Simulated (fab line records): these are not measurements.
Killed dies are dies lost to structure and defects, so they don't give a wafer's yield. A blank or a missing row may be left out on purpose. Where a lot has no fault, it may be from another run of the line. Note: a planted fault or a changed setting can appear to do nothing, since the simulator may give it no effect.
fab line records	flow nand-harc	part 1 of 2: steps 1 to 22 of 31
[record] lots = 5	wafers = 15	last-day = 29
route steps=1302 shown P_M2@348 P_BONDPAD@351
lots with no fault: from the same line, run without faults
start-h: hours from the record's first day to the start of the lot's first wafer shown	wait-h: how many hours have passed since the lot's step before this one	" identical to the entry in the row above	L1.1+2: a single row standing in for several wafers	- no value, or no start was given	* or withheld: withheld	< > ~ a bound
route shown NAME@n: a module of which the file shows steps, and the number in the route of the first	usual: mean and standard deviation over wafers with no fault	same: alike in all rows	chamber/n: place in a boat	sites: each site's reading	_std_site: standard deviation of those values	_edge_site: mean of outer sites minus mean of inner sites	radius-mm: how far each site lies from the wafer's centre	mask NAME#n: copy n	behind: the tool/chamber that last shaped the wafer	hold: reason for holding the lot/hours on hold/outcome of the hold	device: whichever transistor did not switch (one of n, p or np)	end of line: the same wafers' tests at the end of the route	for a step that has no rows: nothing shown but its recipe	killed: count of dies lost to structure and defects at first sort (not the wafer's yield)	map: dies across one wafer; x = killed, . = not, _ = none there
set.NAME: the run value of the setting; set.NAME@STEP: its run value at that earlier step	model.NAME: the simulator's own value behind a step, which no gauge read
certain route steps with their lots: each step a table, each wafer a row
services: the hour from which a tool's chamber was out of use, counted from the record's first day as start-h (under 0 if before that day), plus the number of hours and why
[[steps]]
[step NHARC_P_M2_INSPECT_27]
[usual] raw-defect-count = 315/120
lot.wafer	tool	chamber	start-h	wait-h	raw-defect-count
L074.2	defect-inspect-02	-	136.58	0.0	439
L074.4	"	-	"	"	389
L074.6	"	-	"	"	518
L077.1	defect-inspect-02	-	168.94	0.0	177
L077.3	"	-	"	"	186
L077.6	"	-	"	"	306
L080.1	defect-inspect-02	-	202.20	0.0	330
L080.2	"	-	"	"	199
L080.3	"	-	"	"	182
L085.3	defect-inspect-02	-	252.51	0.0	453
L085.4	"	-	"	"	748
L085.6	"	-	"	"	623
L087.1	defect-inspect-01	-	274.17	0.0	463
L087.2	"	-	"	"	525
L087.5	"	-	"	"	468
[step NHARC_P_M2_PRE_CLEAN_32]
[recipe] time-s = 12	temp-c = 370	rf-power-w = 300	gas = NH3
[usual] heater-power-w = 635/60
lot.wafer	tool	chamber	start-h	wait-h	heater-power-w
L074.2	pecvd-04	2	136.67	0.1	671
L074.6	"	0	"	"	663
L074.4	"	2	"	"	661
L077.3	pecvd-04	0	169.01	0.1	727
L077.1	"	2	"	"	666
L077.6	"	0	"	"	719
L080.3	pecvd-04	1	202.27	0.1	647
L080.1	"	2	"	"	554
L080.2	"	0	"	"	656
L085.3	pecvd-03	0	252.59	0.1	638
L085.6	"	0	"	"	630
L085.4	"	1	"	"	597
L087.1	pecvd-03	0	274.23	0.1	572
L087.2	"	2	"	"	649
L087.5	"	1	"	"	556
[step NHARC_P_M2_DEP_33]
[recipe] target-thk-a = 300	temp-c = 370	target-thk-nm = 30	pressure-torr = 3	flow-sccm = 200	rf-w = 450	material = SiCN
[usual] chamber-pressure-Torr = 3.001/0.0063	heater-power-w = 581/65
lot.wafer	tool	chamber	start-h	wait-h	chamber-pressure-Torr	heater-power-w
L074.2	pecvd-04	2	136.81	0.1	3.001	526
L074.6	"	0	"	"	2.997	674
L074.4	"	2	"	"	2.990	536
L077.3	pecvd-04	0	169.09	0.1	3.007	634
L077.1	"	2	"	"	3.010	609
L077.6	"	0	"	"	3.009	649
L080.3	pecvd-04	1	202.35	0.1	3.001	636
L080.1	"	2	"	"	2.996	575
L080.2	"	0	"	"	2.997	621
L085.3	pecvd-03	0	252.70	0.1	2.998	568
L085.6	"	0	"	"	2.998	571
L085.4	"	1	"	"	3.001	577
L087.1	pecvd-03	0	274.31	0.1	2.996	481
L087.2	"	2	"	"	3.013	622
L087.5	"	1	"	"	3.007	516
[step NHARC_P_BONDPAD_DEP_00]
[recipe] target-thk-a = 2500	temp-c = 370	target-thk-nm = 250	pressure-torr = 3	flow-sccm = 200	rf-w = 450	material = SiCN
[usual] chamber-pressure-Torr = 3.001/0.0066	heater-power-w = 583/63
lot.wafer	tool	chamber	start-h	wait-h	chamber-pressure-Torr	heater-power-w
L074.2	pecvd-04	2	-	-	3.003	589
L074.4	"	1	"	"	2.997	689
L074.6	"	2	"	"	3.008	605
L077.3	pecvd-03	1	169.50	-	3.003	555
L077.1	"	0	"	"	3.002	524
L077.6	"	1	"	"	3.012	571
L080.1	pecvd-03	1	202.76	-	2.991	477
L080.3	"	2	"	"	3.006	571
L080.2	"	0	"	"	3.003	518
L085.3	pecvd-01	0	253.16	-	2.993	508
L085.6	"	1	"	"	3.006	470
L085.4	"	2	"	"	3.006	586
L087.1	pecvd-01	0	274.78	-	3.008	519
L087.2	"	1	"	"	3.005	521
L087.5	"	2	"	"	2.994	605
[step NHARC_P_BONDPAD_CMP_32]
[recipe] target-thk-nm = 200	material = SiCN
[usual] motor-current-A = 12.2/1.3
lot.wafer	tool	chamber	start-h	wait-h	motor-current-A
L074.4	cmp-01	0	137.52	-	13.5
L074.2	"	2	"	"	13.3
L074.6	"	1	"	"	11.4
L077.3	cmp-01	1	169.96	-	12.5
L077.1	"	2	"	"	13.5
L077.6	"	0	"	"	14.0
L080.1	cmp-04	1	203.17	-	11.2
L080.2	"	2	"	"	13.8
L080.3	"	0	"	"	10.5
L085.4	cmp-04	1	253.48	-	11.5
L085.3	"	0	"	"	10.5
L085.6	"	2	"	"	13.6
L087.1	cmp-01	0	275.14	-	13.0
L087.2	"	1	"	"	12.6
L087.5	"	1	"	"	12.3
[step NHARC_P_BONDPAD_THK_MEAS_33]
[recipe] thk-meas-gauge = ellipsometry
[usual] thk-nm = 200.0/1.4
lot.wafer	tool	chamber	start-h	wait-h	thk-nm
L074.2	film-metro-01	-	137.77	0.2	201.7
L074.4	"	-	"	"	199.6
L074.6	"	-	"	"	199.8
L077.1	film-metro-02	-	170.16	0.2	201.6
L077.3	"	-	"	"	199.8
L077.6	"	-	"	"	201.6
L080.1	film-metro-01	-	203.42	0.2	198.5
L080.2	"	-	"	"	198.9
L080.3	"	-	"	"	200.2
L085.3	film-metro-01	-	253.73	0.2	199.1
L085.4	"	-	"	"	198.1
L085.6	"	-	"	"	200.2
L087.1	film-metro-02	-	275.39	0.2	200.0
L087.2	"	-	"	"	200.5
L087.5	"	-	"	"	199.4
[step NHARC_P_BONDPAD_SRD_34]
lot.wafer	tool	chamber	start-h	wait-h
L074.6+4+2	wet-bench-08	1,3,4	137.82	0.0
L077.6+1+3	wet-bench-08	6,0,2	170.20	0.0
L080.3+1+2	wet-bench-10	3,5,6	203.47	0.0
L085.6+4+3	wet-bench-10	4,5,7	253.77	0.0
L087.2+1+5	wet-bench-08	2,5,7	275.43	0.0
[step NHARC_P_BONDPAD_DEHYDRATE_01]
[recipe] temp-c = 150	time-s = 120
[usual] exhaust-pa = 44.9/0.9	heater-power-total-W = 182.5/1.2
lot.wafer	tool	chamber	start-h	wait-h	exhaust-pa	heater-power-total-W
L074.2	litho-track-07	0	137.90	0.1	44.9	183.7
L074.4	"	0	"	"	45.6	184.2
L074.6	"	0	"	"	45.9	180.4
L077.1	litho-track-02	0	170.29	0.1	44.4	182.1
L077.3	"	0	"	"	45.0	184.4
L077.6	"	0	"	"	46.9	181.3
L080.1	litho-track-02	0	203.57	0.1	43.0	180.4
L080.2	"	0	"	"	44.1	182.2
L080.3	"	0	"	"	43.4	180.6
L085.3	litho-track-02	0	253.85	0.1	45.3	181.5
L085.4	"	0	"	"	45.8	182.8
L085.6	"	0	"	"	45.7	180.8
L087.1	litho-track-05	0	275.52	0.1	44.3	184.0
L087.2	"	0	"	"	45.1	180.5
L087.5	"	0	"	"	45.5	182.4
[step NHARC_P_BONDPAD_HMDS_02]
[recipe] time-s = 30
[usual] exhaust-pa = 45.1/0.77
lot.wafer	tool	chamber	start-h	wait-h	exhaust-pa
L074.2	litho-track-07	0	-	-	44.8
L074.4	"	0	"	"	45.4
L074.6	"	0	"	"	44.3
L077.1	litho-track-02	0	-	-	46.1
L077.3	"	0	"	"	45.7
L077.6	"	0	"	"	44.7
L080.1	litho-track-02	0	-	-	45.8
L080.2	"	0	"	"	44.3
L080.3	"	0	"	"	45.0
L085.3	litho-track-02	0	-	-	44.8
L085.4	"	0	"	"	44.8
L085.6	"	0	"	"	44.5
L087.1	litho-track-05	0	-	-	44.5
L087.2	"	0	"	"	43.4
L087.5	"	0	"	"	46.0
[step NHARC_P_BONDPAD_COAT_36]
[recipe] temp-c = 200	time-s = 65
[usual] exhaust-pa = 45.0/0.87	heater-power-total-W = 386.1/1.4
lot.wafer	tool	chamber	start-h	wait-h	exhaust-pa	heater-power-total-W
L074.2	litho-track-07	0	-	-	45.0	387.4
L074.4	"	0	"	"	46.7	388.0
L074.6	"	0	"	"	47.6	384.9
L077.1	litho-track-02	0	-	-	45.4	386.7
L077.3	"	0	"	"	44.0	388.0
L077.6	"	0	"	"	44.3	384.9
L080.1	litho-track-02	0	-	-	45.0	387.2
L080.2	"	0	"	"	46.5	386.4
L080.3	"	0	"	"	45.5	384.4
L085.3	litho-track-02	0	-	-	44.9	385.9
L085.4	"	0	"	"	45.1	387.9
L085.6	"	0	"	"	46.3	386.5
L087.1	litho-track-05	0	-	-	45.3	385.9
L087.2	"	0	"	"	44.8	384.3
L087.5	"	0	"	"	45.6	384.4
[step NHARC_P_BONDPAD_COAT_03]
[recipe] spin-rpm = 2000	resist-thk-nm = 600
[usual] exhaust-pa = 44.8/0.78
lot.wafer	tool	chamber	start-h	wait-h	exhaust-pa
L074.2	litho-track-07	0	-	-	44.1
L074.4	"	0	"	"	44.0
L074.6	"	0	"	"	44.5
L077.1	litho-track-02	0	-	-	43.3
L077.3	"	0	"	"	43.7
L077.6	"	0	"	"	43.3
L080.1	litho-track-02	0	-	-	44.6
L080.2	"	0	"	"	44.1
L080.3	"	0	"	"	45.5
L085.3	litho-track-02	0	-	-	42.9
L085.4	"	0	"	"	44.7
L085.6	"	0	"	"	45.5
L087.1	litho-track-05	0	-	-	44.0
L087.2	"	0	"	"	45.4
L087.5	"	0	"	"	44.7
[step NHARC_P_BONDPAD_SOFTBAKE_04]
[recipe] temp-c = 125	time-s = 70
[usual] exhaust-pa = 45.0/0.81	heater-power-total-W = 200.8/1.3
lot.wafer	tool	chamber	start-h	wait-h	exhaust-pa	heater-power-total-W
L074.2	litho-track-07	0	-	-	44.8	201.7
L074.4	"	0	"	"	45.6	201.2
L074.6	"	0	"	"	44.3	201.6
L077.1	litho-track-02	0	-	-	45.8	199.2
L077.3	"	0	"	"	45.2	201.2
L077.6	"	0	"	"	46.3	198.8
L080.1	litho-track-02	0	-	-	47.1	202.5
L080.2	"	0	"	"	46.3	199.1
L080.3	"	0	"	"	46.2	199.2
L085.3	litho-track-02	0	-	-	45.8	202.2
L085.4	"	0	"	"	45.5	199.3
L085.6	"	0	"	"	45.7	199.7
L087.1	litho-track-05	0	-	-	44.1	202.6
L087.2	"	0	"	"	45.8	201.6
L087.5	"	0	"	"	44.9	201.9
[step NHARC_P_BONDPAD_EBR_05]
[usual] exhaust-pa = 45.1/0.82
lot.wafer	tool	chamber	start-h	wait-h	exhaust-pa
L074.2	litho-track-07	0	-	-	46.3
L074.4	"	0	"	"	44.8
L074.6	"	0	"	"	46.0
L077.1	litho-track-02	0	-	-	44.2
L077.3	"	0	"	"	44.9
L077.6	"	0	"	"	45.8
L080.1	litho-track-02	0	-	-	46.1
L080.2	"	0	"	"	45.4
L080.3	"	0	"	"	46.4
L085.3	litho-track-02	0	-	-	45.1
L085.4	"	0	"	"	44.5
L085.6	"	0	"	"	44.4
L087.1	litho-track-05	0	-	-	44.7
L087.2	"	0	"	"	44.0
L087.5	"	0	"	"	44.6
[step NHARC_P_BONDPAD_EXPOSE_06]
[recipe] na = 0.55	dose-mj = 37.06	mask-id = P_BPAD
[usual] stage-vel-mm-s = 500.01/0.23
lot.wafer	tool	chamber	start-h	wait-h	mask	stage-vel-mm-s
L074.2	krf-scanner-04	0	138.19	-	P_BPAD#0	499.99
L074.4	"	0	"	"	P_BPAD#0	499.88
L074.6	"	0	"	"	P_BPAD#0	500.38
L077.1	krf-scanner-01	0	170.58	-	P_BPAD#0	500.07
L077.3	"	0	"	"	P_BPAD#0	499.81
L077.6	"	0	"	"	P_BPAD#0	500.13
L080.1	krf-scanner-01	0	203.86	-	P_BPAD#0	500.23
L080.2	"	0	"	"	P_BPAD#0	499.86
L080.3	"	0	"	"	P_BPAD#0	499.96
L085.3	krf-scanner-04	0	254.15	-	P_BPAD#0	500.21
L085.4	"	0	"	"	P_BPAD#0	499.71
L085.6	"	0	"	"	P_BPAD#0	499.68
L087.1	krf-scanner-03	0	275.81	-	P_BPAD#0	500.04
L087.2	"	0	"	"	P_BPAD#0	500.04
L087.5	"	0	"	"	P_BPAD#0	500.13
[step NHARC_P_BONDPAD_PEB_07]
[recipe] peb-temp-c = 128	peb-time-s = 80
[usual] exhaust-pa = 45.0/1	heater-power-total-W = 189.7/0.77
lot.wafer	tool	chamber	start-h	wait-h	exhaust-pa	heater-power-total-W
L074.2	litho-track-02	0	138.25	0.1	45.0	189.9
L074.4	"	0	"	"	45.1	189.6
L074.6	"	0	"	"	44.2	189.8
L077.1	litho-track-05	0	170.64	0.1	43.7	188.6
L077.3	"	0	"	"	44.5	190.7
L077.6	"	0	"	"	44.0	190.9
L080.1	litho-track-05	0	203.92	0.1	44.0	190.8
L080.2	"	0	"	"	45.3	190.6
L080.3	"	0	"	"	45.8	188.7
L085.3	litho-track-05	0	254.21	0.1	46.2	190.2
L085.4	"	0	"	"	46.9	190.7
L085.6	"	0	"	"	46.1	189.1
L087.1	litho-track-07	0	275.87	0.1	45.5	188.9
L087.2	"	0	"	"	44.7	190.7
L087.5	"	0	"	"	44.1	190.6
[step NHARC_P_BONDPAD_DEVELOP_08]
[recipe] time-s = 50	dev-temp-c = 22
[usual] exhaust-pa = 45.0/0.92
lot.wafer	tool	chamber	start-h	wait-h	exhaust-pa
L074.2	litho-track-02	0	-	-	43.4
L074.4	"	0	"	"	43.0
L074.6	"	0	"	"	43.6
L077.1	litho-track-05	0	-	-	44.0
L077.3	"	0	"	"	44.5
L077.6	"	0	"	"	44.0
L080.1	litho-track-05	0	-	-	45.0
L080.2	"	0	"	"	44.0
L080.3	"	0	"	"	45.3
L085.3	litho-track-05	0	-	-	45.1
L085.4	"	0	"	"	44.7
L085.6	"	0	"	"	46.4
L087.1	litho-track-07	0	-	-	44.6
L087.2	"	0	"	"	46.5
L087.5	"	0	"	"	46.6
[step NHARC_P_BONDPAD_CD_MEAS_09]
[recipe] target-cd-nm = 500	landing-energy-ev = 500
[usual] cd-nm = 499.4/1.6
[same] landing-energy-ev = 500
lot.wafer	tool	chamber	start-h	wait-h	cd-nm
L074.2	cd-sem-02	0	138.34	-	502.5
L074.4	"	0	"	"	501.5
L074.6	"	0	"	"	501.2
L077.1	cd-sem-03	0	170.73	-	499.5
L077.3	"	0	"	"	501.5
L077.6	"	0	"	"	499.5
L080.1	cd-sem-03	0	204.01	-	498.7
L080.2	"	0	"	"	498.0
L080.3	"	0	"	"	499.5
L085.3	cd-sem-02	0	254.30	-	503.1
L085.4	"	0	"	"	502.0
L085.6	"	0	"	"	500.8
L087.1	cd-sem-02	0	275.96	-	499.3
L087.2	"	0	"	"	497.5
L087.5	"	0	"	"	497.9
[step NHARC_P_BONDPAD_OVL_MEAS_38]
[usual] overlay-x-nm = 0/5.8	overlay-y-nm = 0/5.4
lot.wafer	tool	chamber	start-h	wait-h	overlay-x-nm	overlay-y-nm
L074.2	overlay-02	-	138.43	-	4	8
L074.4	"	-	"	"	4	8
L074.6	"	-	"	"	4	8
L077.1	overlay-01	-	170.82	-	-2	-3
L077.3	"	-	"	"	-3	-3
L077.6	"	-	"	"	-3	-3
L080.1	overlay-01	-	204.10	-	0	3
L080.2	"	-	"	"	0	3
L080.3	"	-	"	"	-1	3
L085.3	overlay-02	-	254.38	-	-6	3
L085.4	"	-	"	"	-7	2
L085.6	"	-	"	"	-7	2
L087.1	overlay-02	-	276.05	-	-2	3
L087.2	"	-	"	"	-1	3
L087.5	"	-	"	"	-1	3
[step NHARC_P_BONDPAD_HARDBAKE_10]
[recipe] temp-c = 118	time-s = 65
[usual] exhaust-pa = 44.9/0.96	heater-power-total-W = 195.8/0.36
lot.wafer	tool	chamber	start-h	wait-h	exhaust-pa	heater-power-total-W
L074.2	litho-track-07	0	138.48	0.0	42.9	196.1
L074.4	"	0	"	"	45.0	195.8
L074.6	"	0	"	"	43.8	196.0
L077.1	litho-track-02	0	170.86	0.0	44.3	195.3
L077.3	"	0	"	"	45.0	195.4
L077.6	"	0	"	"	45.8	195.6
L080.1	litho-track-07	0	204.14	0.0	44.3	195.2
L080.2	"	0	"	"	43.3	196.0
L080.3	"	0	"	"	43.8	196.0
L085.3	litho-track-05	0	254.43	0.0	44.4	195.3
L085.4	"	0	"	"	43.9	196.1
L085.6	"	0	"	"	44.5	196.1
L087.1	litho-track-07	0	276.09	0.0	44.2	195.4
L087.2	"	0	"	"	44.7	196.1
L087.5	"	0	"	"	44.3	195.3
[step NHARC_P_BONDPAD_DESCUM_11]
[recipe] time-s = 3	o2-flow-sccm = 200	ar-flow-sccm = 0	bias-power-w = 0	chemistry = O2
[usual] chamber-pressure-mTorr = 60.00/0.056	drypump-motor-current-A = 6.00/0.27	oes-product-au = 0.998/0.0062	rf-vpp-V = 57.7/0.88	showerhead-plenum-p-Torr = 1.92/0.1	throttle-valve-pct = 11.311/0.0098
lot.wafer	tool	chamber	start-h	wait-h	chamber-pressure-mTorr	drypump-motor-current-A	oes-product-au	rf-hours-counter-h	rf-vpp-V	showerhead-plenum-p-Torr	throttle-valve-pct
L074.2	rie-diel-01	2	138.55	-	60.02	5.99	0.995	3.2	57.5	1.96	11.306
L074.4	"	3	"	"	59.98	6.04	0.996	2.9	58.4	1.87	11.318
L074.6	"	2	"	"	60.08	5.99	0.995	-	58.0	1.96	11.313
L077.3	rie-diel-01	1	170.96	-	59.96	6.42	1.015	3.6	57.2	1.80	11.305
L077.1	"	2	"	"	59.99	6.04	1.000	3.8	58.6	1.96	11.313
L077.6	"	3	"	"	59.92	6.04	0.995	-	57.1	1.87	11.305
L080.3	rie-diel-12	0	204.22	-	60.07	5.97	0.992	5.3	60.2	2.06	11.309
L080.1	"	1	"	"	59.93	6.17	0.989	6.4	57.6	1.86	11.312
L080.2	"	2	"	"	59.97	6.21	0.989	5.4	58.6	1.98	11.310
L085.3	rie-diel-01	3	254.52	-	59.90	6.07	0.997	0.7	56.8	1.87	11.309
L085.4	"	0	"	"	60.01	5.96	0.998	0.6	58.5	2.07	11.301
L085.6	"	1	"	"	60.05	6.41	0.991	-	57.2	1.80	11.324
L087.1	rie-diel-01	0	276.17	-	59.99	5.92	0.982	2.0	58.5	2.07	11.317
L087.2	"	2	"	"	60.02	5.95	0.994	2.1	58.1	1.96	11.302
L087.5	"	0	"	"	60.08	5.89	0.992	-	58.0	2.07	11.319
[step NHARC_P_BONDPAD_ETCH_37]
[recipe] target-depth-a = 600	overetch-a = 180	time-s = 65.91	ion-energy-ev = 200	n2-flow-sccm = 150	h2-flow-sccm = 150	ar-flow-sccm = 0	rf-w = 400	bias-w = 150	chemistry = N2/H2
[usual] chamber-pressure-mTorr = 30.003/0.024	drypump-motor-current-A = 6.01/0.27	oes-product-au = 0.998/0.0077	rf-vpp-V = 430.5/2.9	showerhead-plenum-p-Torr = 2.04/0.11	throttle-valve-pct = 14.170/0.0093
lot.wafer	tool	chamber	start-h	wait-h	chamber-pressure-mTorr	drypump-motor-current-A	oes-product-au	rf-hours-counter-h	rf-vpp-V	showerhead-plenum-p-Torr	throttle-valve-pct
L074.4	rie-diel-01	1	138.64	0.1	30.003	6.39	1.011	3.1	426.2	1.91	14.173
L074.2	"	2	"	"	30.021	5.99	1.004	3.2	431.0	2.09	14.172
L074.6	"	2	"	"	29.989	6.03	0.998	-	430.8	2.09	14.169
L077.3	rie-diel-01	2	171.03	0.1	29.997	6.00	1.000	3.9	432.3	2.09	14.166
L077.1	"	0	"	"	30.041	5.92	0.986	2.8	435.2	2.21	14.175
L077.6	"	2	"	"	29.974	6.00	1.004	-	432.3	2.09	14.184
L080.2	rie-diel-12	3	204.31	0.1	30.074	6.05	1.000	5.6	428.0	1.90	14.174
L080.3	"	1	"	"	30.006	6.22	0.996	6.4	428.9	1.98	14.167
L080.1	"	2	"	"	30.009	6.20	0.999	5.4	432.8	2.12	14.187
L085.3	rie-diel-01	2	254.59	0.1	29.958	6.00	0.999	0.8	432.4	2.09	14.174
L085.4	"	1	"	"	30.022	6.37	0.995	0.7	428.4	1.91	14.152
L085.6	"	2	"	"	30.000	5.99	0.985	-	432.5	2.09	14.170
L087.1	rie-diel-01	2	276.26	0.1	29.960	5.98	1.001	2.1	431.7	2.09	14.175
L087.2	"	0	"	"	30.010	5.91	0.999	2.0	434.5	2.21	14.189
L087.5	"	1	"	"	30.003	6.38	1.007	-	427.2	1.91	14.160
[step NHARC_P_BONDPAD_ETCH_12]
[recipe] target-depth-a = 2000	time-s = 100	chf3-flow-sccm = 50	o2-flow-sccm = 10	ar-flow-sccm = 200	rf-w = 500	bias-w = 200	chemistry = CHF3/O2
[usual] chamber-pressure-mTorr = 25.001/0.023	drypump-motor-current-A = 6.00/0.27	oes-product-au = 0.941/0.02	rf-vpp-V = 370.8/2.6	showerhead-plenum-p-Torr = 2.41/0.12	throttle-valve-pct = 20.572/0.0086
lot.wafer	tool	chamber	start-h	wait-h	chamber-pressure-mTorr	drypump-motor-current-A	oes-product-au	rf-hours-counter-h	rf-vpp-V	showerhead-plenum-p-Torr	throttle-valve-pct
L074.4	rie-diel-01	3	-	-	25.000	6.06	0.924	3.0	371.4	2.35	20.573
L074.2	"	1	"	"	25.012	6.41	0.932	3.2	367.0	2.26	20.569
L074.6	"	2	"	"	25.015	6.00	0.918	-	373.0	2.46	20.565
L077.1	rie-diel-01	0	-	-	24.969	5.93	0.952	2.8	376.2	2.59	20.585
L077.3	"	2	"	"	24.981	5.97	0.966	3.9	371.2	2.46	20.565
L077.6	"	0	"	"	24.981	5.91	0.964	-	374.3	2.59	20.582
L080.1	rie-diel-12	0	-	-	24.987	5.98	0.957	5.3	375.3	2.57	20.584
L080.3	"	1	"	"	24.967	6.21	0.918	6.4	367.9	2.34	20.576
L080.2	"	2	"	"	24.988	6.18	0.927	5.4	372.5	2.49	20.572
L085.4	rie-diel-01	0	-	-	24.986	5.94	0.976	0.7	374.1	2.59	20.575
L085.3	"	1	"	"	24.982	6.39	0.959	0.7	368.5	2.26	20.569
L085.6	"	0	"	"	24.992	5.89	0.966	-	374.4	2.59	20.564
L087.1	rie-diel-01	2	-	-	24.986	5.98	0.920	2.2	372.6	2.46	20.561
L087.2	"	3	"	"	25.015	6.09	0.923	2.2	369.1	2.35	20.573
L087.5	"	2	"	"	25.036	6.00	0.929	-	370.2	2.46	20.571
